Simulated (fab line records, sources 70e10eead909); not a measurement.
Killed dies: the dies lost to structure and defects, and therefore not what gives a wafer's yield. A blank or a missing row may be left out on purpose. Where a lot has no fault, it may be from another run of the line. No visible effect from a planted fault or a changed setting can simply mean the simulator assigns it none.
Matching of chambers -- flow nand_harc -- rie_diel-12 running NHARC_P_M2_ETCH_35: 4 sister chambers
The step etches the open film in N2/H2, target depth 40 nm, overetch 12 nm, time 43.94 s. 8 wafers are shown with their chamber, then 12 later ones without.

== WAFERS, EACH WITH ITS CHAMBER ==
wafer,chamber,showerhead_plenum_p_Torr (Torr),drypump_motor_current_A (A)
L081.5,3,2.09,5.1
L085.6,2,1.97,5.3
L087.1,3,2.08,5.1
L087.3,1,2.07,6.0
L087.4,0,2.12,5.2
L090.1,0,2.12,5.1
L090.3,1,2.07,6.0
L090.4,2,1.97,5.4

== WAFERS WITH NO CHAMBER GIVEN ==
wafer,showerhead_plenum_p_Torr (Torr),drypump_motor_current_A (A)
L091.2,2.12,5.2
L091.3,1.97,5.3
L091.5,2.07,6.0
L093.1,2.08,5.1
L093.3,2.07,6.0
L093.5,2.08,5.1
L094.2,1.97,5.3
L094.4,2.12,5.2
L094.6,1.97,5.3
L097.2,2.07,6.0
L097.3,2.12,5.1
L097.4,2.08,5.1

== THE CHAMBER EACH PASSED THROUGH ==
wafer,from the rows above,in truth
L091.2,0,0
L091.3,2,2
L091.5,1,1
L093.1,3,3
L093.3,1,1
L093.5,3,3
L094.2,2,2
L094.4,0,0
L094.6,2,2
L097.2,1,1
L097.3,0,0
L097.4,3,3
12 of 12 placed correctly. Left unplaced by these rows: 0. Placed wrongly: 0.
How it was worked out, from the rows above alone: a wafer's distance from a chamber is the root of the sum, over the readings, of the square of ((its reading less the chamber's mean) divided by the reading's scatter). The wafer belongs to the nearest chamber; if the next one is less than 2 further off, it can't be placed. The mean given for a chamber averages the wafers shown for that chamber. The scatter: the root of (the sum of the squares of (reading less its chamber's mean) over the shown wafers, divided by (wafers less chambers)).
